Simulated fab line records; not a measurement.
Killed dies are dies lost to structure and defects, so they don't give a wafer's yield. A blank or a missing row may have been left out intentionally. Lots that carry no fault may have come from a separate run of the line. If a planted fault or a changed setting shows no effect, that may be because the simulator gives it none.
Split-lot study | flow n5 finfet | 7 lots, 21 wafers read, on a route of 1938 steps

== ON THE SPLIT ==
At N5_HKMG_FIN_EXPOSE_09 (exposes mask NWFM), the setting dose mj was moved away from the recipe's 39.25 on 8 of the 21 wafers read, by +2.1% to +5.9%. This setting was run at the recipe's value on the other wafers.

== FROM THE SPLIT TO THE READING: what the file shows between them, 2 steps ==
- N5_HKMG_FIN_PEB_10: peb time 60 s
- N5_HKMG_FIN_DEVELOP_11: develop time 30 s

== THE READING ==
At N5_HKMG_FIN_CD_MEAS_12: cd nm in nanometres, against a target cd of 92.8 nm. A value of 93.1 nm with a standard deviation of 0.56 nm is what fault-free wafers of this fab line usually give.

wafer  | tool, chamber at the split | dose mj as run | against the recipe | cd nm, nm | against lot-mates on the recipe
L074.2 | arfi scanner-02, 0         | 39.25          | recipe             | 93.5      | -
L074.4 | arfi scanner-02, 0         | 39.25          | recipe             | 93.8      | -
L074.5 | arfi scanner-02, 0         | 39.25          | recipe             | 93.3      | -
L080.2 | arfi scanner-03, 0         | 39.25          | recipe             | 92.2      | -
L080.3 | arfi scanner-03, 0         | 39.25          | recipe             | 93.2      | -
L080.6 | arfi scanner-03, 0         | 39.25          | recipe             | 93.0      | -
L083.2 | arfi scanner-01, 0         | 41.56          | +5.9%              | 95.6      | +2.7
L083.5 | arfi scanner-01, 0         | 41.56          | +5.9%              | 97.0      | +4.1
L083.6 | arfi scanner-01, 0         | 39.25          | recipe             | 92.9      | -
L084.1 | arfi scanner-03, 0         | 39.25          | recipe             | 93.3      | -
L084.2 | arfi scanner-03, 0         | 40.14          | +2.3%              | 94.5      | +1.2
L084.3 | arfi scanner-03, 0         | 40.14          | +2.3%              | 93.9      | +0.6
L087.2 | arfi scanner-03, 0         | 39.25          | recipe             | 93.2      | -
L087.4 | arfi scanner-03, 0         | 40.95          | +4.3%              | 96.3      | +3.1
L087.5 | arfi scanner-03, 0         | 39.25          | recipe             | 93.2      | -
L092.2 | arfi scanner-02, 0         | 40.07          | +2.1%              | 95.1      | no lot-mate on the recipe
L092.4 | arfi scanner-02, 0         | 40.07          | +2.1%              | 94.8      | no lot-mate on the recipe
L092.6 | arfi scanner-02, 0         | 40.07          | +2.1%              | 95.5      | no lot-mate on the recipe
L094.1 | arfi scanner-03, 0         | 39.25          | recipe             | 93.0      | -
L094.4 | arfi scanner-03, 0         | 39.25          | recipe             | 93.6      | -
L094.5 | arfi scanner-03, 0         | 39.25          | recipe             | 92.3      | -

THE FIT
A straight line over all 21 wafers: cd nm changes by +0.599 nm for each +1% of dose mj; r = +0.90; the points scatter about the line by 0.58 nm.
The same after taking each lot's own level away (the mean of its wafers on the recipe; 18 wafers): +0.591 nm for each +1%; r = +0.94; scatter 0.46 nm.
That fit puts the effect of the largest move of dose mj on the reading at 3.5 nm.
Measured against the standard deviation above, the lots' own levels, which go from 92.80 to 93.53 nm, span 1.3 times it.
So the lot-to-lot level changes the slope little: the two slopes agree.
Check: with one of the wafers moved furthest among these (+5.9%) left out of the fit, the line predicts +3.87 nm for it against its lot-mates. It came out at +2.7 nm against them.

== THE FILE'S OWN FIT ==
cd nm changes by +0.602 nm for each +1% of dose mj, r = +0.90.
